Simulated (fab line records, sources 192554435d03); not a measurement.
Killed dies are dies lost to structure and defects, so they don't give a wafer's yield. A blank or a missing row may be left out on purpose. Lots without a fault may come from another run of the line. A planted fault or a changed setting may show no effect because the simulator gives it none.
One fault seen from 3 desks | flow n5_finfet | each desk has only its own numbers; what lay behind them comes last

THE METROLOGY DESK
What the gauges read, lot by lot, whatever tool the lot ran on: means of the sampled wafers that have a number. A lot is out of limits, marked OUT, if its mean lies more than 4 standard deviations from the usual mean; the brackets give that distance. Of its 14 readings 7 are shown: the one that was out of limits first, and those that lie furthest out on some lot.
Columns: A = DIBL_N at N5_BEOL_M4_RC_MEAS_101, usual 36.0 mV/V; B = DIBL_P at N5_BEOL_M4_RC_MEAS_101, usual 36.2 mV/V; C = SS_N at N5_BEOL_M4_RC_MEAS_101, usual 71.5 mV/dec; D = VT_P at N5_BEOL_M4_RC_MEAS_101, usual -250 mV; E = M14_THK at N5_BEOL_M14_THK_MEAS_50, usual 556 nm; F = M14_RS at N5_BEOL_M14_RS_MEAS_54, usual 0.0335 ohm/sq; G = M15_ILD_THK at N5_BEOL_M15_THK_MEAS_01, usual 1623 nm
lot  | first seen here | A    | B    | C    | D    | E              | F                | G
L321 | day 8 21:51     | 37.0 | 36.7 | 72.1 | -247 | 540            | 0.0342           | 1664
L323 | day 9 23:35     | 38.0 | 39.1 | 72.5 | -250 | 550            | 0.0339           | 1614
L332 | day 11 18:24    | 36.2 | 36.9 | 71.9 | -248 | 564            | 0.0332           | 1621
L331 | day 11 20:52    | 39.2 | 38.0 | 72.0 | -248 | 1264 (+35) OUT | 0.0134 (-17) OUT | -
L334 | day 12 11:42    | 35.3 | 36.3 | 71.6 | -249 | 1264 (+35) OUT | 0.0134 (-17) OUT | -
L338 | day 12 22:44    | 33.6 | 32.9 | 70.9 | -253 | 574            | 0.0326           | 1631
L341 | day 13 20:39    | 38.1 | 37.8 | 72.0 | -247 | 560            | 0.0331           | 1642
L342 | day 14 06:51    | 35.5 | 36.4 | 70.9 | -256 | 550            | 0.0339           | 1622
This desk's finding: out of limits on L331, L334; first on L331, day 15 03:04 (M14_THK at N5_BEOL_M14_THK_MEAS_50). In limits: L321, L323, L332, L338, L341, L342.

THE TOOL OWNER'S DESK: cmp-02
The tool's own readings at N5_BEOL_M14_CMP_49 (polishes, stops on SiO2, t overpolish 5.2 s, target thk 560 nm): means of the sampled wafers that have a number, for each lot that ran on this tool. A lot is out of limits, marked OUT, if its mean lies more than 4 standard deviations from the usual mean; the brackets give that distance.
Columns: A = barrier_field_endpoint_s at N5_BEOL_M14_CMP_49, usual 11.3 s; B = clearing_platen_down_force_psi at N5_BEOL_M14_CMP_49, usual 2.000 psi; C = motor_current_A at N5_BEOL_M14_CMP_49, usual 8.0 A; D = overpolish_run_s at N5_BEOL_M14_CMP_49, usual 5.201 s; E = time_to_endpoint_s at N5_BEOL_M14_CMP_49, usual 121 s
lot  | first seen here | A    | B     | C   | D     | E
L321 | day 12 07:04    | 11.3 | 1.998 | 8.6 | 5.203 | 122
L332 | day 14 20:11    | 11.6 | 2.001 | 8.9 | 5.206 | 125
L342 | day 17 21:23    | 11.2 | 2.000 | 8.3 | 5.203 | 118
This desk's finding: nothing out of limits on any of the 3 lots.

THE DEFECT DESK
What the inspections along the route counted, lot by lot: means of the sampled wafers that have a number. A lot is out of limits, marked OUT, if its mean lies more than 4 standard deviations from the usual mean; the brackets give that distance.
Columns: A = raw_defect_count at N5_BEOL_M14_INSPECT_55, usual 66
lot  | first seen here | A
L321 | day 12 07:31    | 53
L323 | day 13 08:34    | 53
L332 | day 14 20:34    | 68
L331 | day 15 03:13    | 6516 (+99 or more) OUT
L334 | day 15 16:37    | 6527 (+99 or more) OUT
L338 | day 16 13:01    | 70
L341 | day 17 04:29    | 84
L342 | day 17 21:48    | 46
This desk's finding: out of limits on L331, L334; first on L331, day 15 03:13 (raw_defect_count at N5_BEOL_M14_INSPECT_55). In limits: L321, L323, L332, L338, L341, L342.

PUT TOGETHER
The metrology desk could have raised an alarm at day 15 03:04, on L331, L334.
The defect desk could have raised an alarm at day 15 03:13, on L331, L334.
The tool owner's desk saw nothing out of limits.
The tool owner's desk has no number on record for L331, L334.
Of the lots named, all ran N5_BEOL_M14_CMP_49 on cmp-02.

WHAT THE SIMULATOR HAD PUT IN
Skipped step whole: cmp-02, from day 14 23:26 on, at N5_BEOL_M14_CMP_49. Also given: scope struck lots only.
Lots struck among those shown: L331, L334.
Hours from the fault's start to each desk's first reading out of limits: the metrology desk, 4; the defect desk, 4.
